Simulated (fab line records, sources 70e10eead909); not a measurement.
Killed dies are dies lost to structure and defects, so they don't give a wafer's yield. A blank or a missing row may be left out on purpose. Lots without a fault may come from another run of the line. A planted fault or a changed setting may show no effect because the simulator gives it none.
A struck lot beside a sound one | flow nand_harc | 39 steps out of a route of 1302
Sound: wafers L918.1, L918.2, L918.4. Struck: wafer L930.4. (L930.1, L930.5 of the same lot were not struck and are left out.) The cause comes at the end.
At each step with rows: each side's tool, then ch and its chambers, then its first start. Under that, the readings that differ: sound wafers | struck wafers | difference of the means | sigmas: that difference in standard deviations of wafers without a fault.
alike: readings whose means differ by less than 2 such deviations, and words and numbers that are the same on both sides. not compared: withheld readings, readings that some wafer has no value for, bounds like >300 that may hide the same value, and numbers for which the record gives no deviation and whose values overlap.
The two part at a step that has a row with sigmas, a row that says differs or no value, or rows on one side only. Numbers that don't overlap but have no deviation are shown without sigmas and don't part them. A reading that every wafer of one side lacks parts them only if that side has two wafers or more.

NHARC_A_CHANNEL_HOLE_D1_STRIP_27: strips in O2.
  sound on rie_diel-10 ch 0,1,2; struck on rie_diel-03 ch 0
  reading      | sound          | struck | difference | sigmas
  rf_vpp_V (V) | 56.9 56.2 57.3 | 58.9   | +2.1       | +3
  alike: drypump_motor_current_A, oes_product_au, showerhead_plenum_p_Torr, throttle_valve_pct
  not compared: rf_hours_counter_h
then, 2 steps without rows for these wafers: NHARC_A_CHANNEL_HOLE_D1_PRECLEAN_28 (cleans in SC1); NHARC_A_CHANNEL_HOLE_D1_SRD_29.
NHARC_A_CHANNEL_HOLE_D1_CD_MEAS_30:
  sound on cd_sem-03, day 9 10:02; struck on cd_sem-01, day 14 18:55
  reading    | sound          | struck | difference | sigmas
  cd_nm (nm) | 89.6 89.2 89.1 | 92.3   | +3.0       | +2
then, 1 step without rows for these wafers: NHARC_A_CHANNEL_HOLE_D1_XSEM_31.
NHARC_A_CHANNEL_HOLE_D1_INSPECT_40:
  sound on defect_inspect-01, day 9 10:14; struck on defect_inspect-01, day 14 19:06
  alike: raw_defect_count
then, 5 steps without rows for these wafers: NHARC_A_CHANNEL_FILL_D1_PRECLEAN_00 (cleans in SC1); NHARC_A_CHANNEL_FILL_D1_SRD_01; NHARC_A_CHANNEL_FILL_D1_ALD_02 (deposits SiO2, target thk 6 nm, pulse time 10 s, ald cycles 60); NHARC_A_CHANNEL_FILL_D1_ALD_03 (deposits SiNx, target thk 6 nm, pulse time 60 s, ald cycles 58); NHARC_A_CHANNEL_FILL_D1_ALD_14 (deposits SiO2, target thk 2.5 nm, pulse time 10 s, ald cycles 25).
NHARC_A_CHANNEL_FILL_D1_ALD_15: deposits SiNx, target thk 2 nm, pulse time 60 s, ald cycles 19.
  sound on ald_sin_batch-02 ch 0; struck on ald_sin_batch-02 ch 0
  alike: precursor_pulse_height_rel
NHARC_A_CHANNEL_FILL_D1_ALD_16: deposits SiO2, target thk 1.5 nm, pulse time 10 s, ald cycles 15.
  sound on ald_hk-01 ch 0,1,3, day 9 20:02; struck on ald_hk-01 ch 2, day 15 06:33
  alike: heater_power_w, precursor_pulse_height_rel
then, 3 steps without rows for these wafers: NHARC_A_CHANNEL_FILL_D1_ANNEAL_17 (time 1800 s); NHARC_A_CHANNEL_FILL_D1_CVD_18 (deposits poly-Si, target thk 3 nm); NHARC_A_CHANNEL_FILL_D1_ETCHBACK_19 (etches the open film in HBr/Cl2, target depth 5 nm, time 1.7 s).
NHARC_A_CHANNEL_FILL_D1_ETCHBACK_20: etches the open film in C4F8/O2/Ar, target depth 27 nm, time 13.5 s.
  sound on rie_diel-12 ch 0,1,3, day 10 08:17; struck on rie_diel-09 ch 1, day 15 18:28
  reading                | sound       | struck | difference | sigmas
  rf_hours_counter_h (h) | 6.8 8.4 8.2 | 0.4    | -7.4       |
  alike: oes_product_au, rf_vpp_V
then, 5 steps without rows for these wafers: NHARC_A_CHANNEL_FILL_D1_STRIP_28 (strips in O2, time 20 s); NHARC_A_CHANNEL_FILL_D1_PRECLEAN_21 (cleans in dHF, time 30 s); NHARC_A_CHANNEL_FILL_D1_SRD_23; NHARC_A_CHANNEL_FILL_D1_CVD_05 (deposits poly-Si, target thk 5 nm); NHARC_A_CHANNEL_FILL_D1_ANNEAL_22 (time 7200 s).
NHARC_A_CHANNEL_FILL_D1_ALD_25: deposits SiOx, target thk 60 nm, pulse time 10 s, ald cycles 600.
  sound on ald_hk-03 ch 0,1,2, day 10 21:23; struck on ald_hk-02 ch 0, day 16 07:55
  alike: heater_power_w, precursor_pulse_height_rel
then, 5 steps without rows for these wafers: NHARC_A_CHANNEL_FILL_D1_ETCHBACK_08 (etches the open film in C4F8, target depth 220 nm, time 110 s); NHARC_A_CHANNEL_FILL_D1_STRIP_29 (strips in O2, time 20 s); NHARC_A_CHANNEL_FILL_D1_PRECLEAN_30 (cleans in dHF, time 30 s); NHARC_A_CHANNEL_FILL_D1_SRD_31; NHARC_A_CHANNEL_FILL_D1_CVD_09 (deposits poly-Si, target thk 150 nm, time 3000 s).
NHARC_A_CHANNEL_FILL_D1_CMP_10: polishes, target thk 150 nm.
  sound on cmp-03 ch 1,2,3, day 11 08:14; struck on cmp-04 ch 3, day 16 18:00
  reading             | sound          | struck | difference | sigmas
  motor_current_A (A) | 10.8 11.6 12.0 | 14.1   | +2.6       | +3
  alike: time_to_endpoint_s
then, 9 steps without rows for these wafers: NHARC_A_CHANNEL_FILL_D1_SRD_12; NHARC_A_DECK1_JOINT_ETCHBACK_07 (etches the open film in HBr, target depth 105 nm, time 26.9 s); NHARC_A_DECK1_JOINT_ETCH_25 (etches SiO2 in dHF, target depth 0.5 nm); NHARC_A_DECK1_JOINT_ETCH_19 (etches poly-Si in TMAH, target depth 3 nm); NHARC_A_DECK1_JOINT_ETCH_18 (etches SiO2 in dHF, target depth 3 nm); NHARC_A_DECK1_JOINT_WET_08 (chemistry H3PO4, time 86 s); NHARC_A_DECK1_JOINT_ETCH_09 (etches SiO2 in dHF, target depth 5 nm); NHARC_A_DECK1_JOINT_WET_10 (chemistry H3PO4, time 86 s); NHARC_A_DECK1_JOINT_ETCH_11 (etches SiO2 in dHF, target depth 35 nm).
-- the record jumps here: 13 days lie between the struck wafers' starts before and after (it left off in module A_DECK1_JOINT and takes up again in module END, whose first step shown is number 1302 of the route) --
NHARC_END_SORT_01:
  the record has rows for the struck wafers here (prober-01 ch 0, day 30 02:57) and none for the sound ones

WHERE THEY PART
First at NHARC_A_CHANNEL_HOLE_D1_STRIP_27; last, within this record, at NHARC_END_SORT_01.

WHY: what the simulator had put in
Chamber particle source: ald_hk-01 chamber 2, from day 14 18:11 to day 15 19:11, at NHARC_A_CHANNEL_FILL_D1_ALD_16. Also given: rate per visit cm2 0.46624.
